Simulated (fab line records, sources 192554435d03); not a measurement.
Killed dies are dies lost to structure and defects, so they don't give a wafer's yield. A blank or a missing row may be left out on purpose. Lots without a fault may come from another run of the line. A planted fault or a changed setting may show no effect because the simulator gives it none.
Chamber matching | flow n5_finfet | N5_MOL_CONTACT_COAG_STRIP_72 on rie_diel-03: 4 sister chambers
The step strips in N2/H2. 8 wafers are shown with their chamber, then 9 later ones without.

WAFERS WITH THEIR CHAMBER
wafer  | chamber | drypump_motor_current_A (A) | showerhead_plenum_p_Torr (Torr)
L075.5 | 3       | 6.3                         | 2.47
L078.6 | 2       | 5.4                         | 2.55
L079.3 | 2       | 5.3                         | 2.55
L079.6 | 3       | 6.3                         | 2.47
L082.5 | 1       | 5.4                         | 2.59
L088.2 | 1       | 5.5                         | 2.58
L088.3 | 0       | 6.1                         | 2.49
L088.6 | 0       | 6.1                         | 2.49

WAFERS WITHOUT THEIR CHAMBER
wafer  | drypump_motor_current_A (A) | showerhead_plenum_p_Torr (Torr)
L092.1 | 6.1                         | 2.49
L092.4 | 6.3                         | 2.45
L092.5 | 6.3                         | 2.45
L091.1 | 5.4                         | 2.54
L091.3 | 6.3                         | 2.45
L091.4 | 5.5                         | 2.58
L095.1 | 6.3                         | 2.45
L095.3 | 5.4                         | 2.57
L095.4 | 6.1                         | 2.49

WHICH CHAMBER EACH WENT THROUGH
wafer  | from the rows above     | in truth
L092.1 | 0                       | 0
L092.4 | 3                       | 3
L092.5 | 3                       | 3
L091.1 | 2                       | 2
L091.3 | 3                       | 3
L091.4 | 1                       | 1
L095.1 | 3                       | 3
L095.3 | can't be placed: 1 or 2 | 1
L095.4 | 0                       | 0
Placed correctly: 8 of 9. Can't be placed from these rows: 1 (the true chamber is among the candidates in 1). Placed wrongly: 0.
How it was worked out, from the rows above alone: a wafer's distance from a chamber is the root of the sum, over the readings, of the square of ((its reading less the chamber's mean) divided by the reading's scatter). The wafer belongs to the nearest chamber; if the next one is less than 2 further off, it can't be placed. A chamber's mean is the mean of its shown wafers. The scatter: the root of (the sum of the squares of (reading less its chamber's mean) over the shown wafers, divided by (wafers less chambers)).
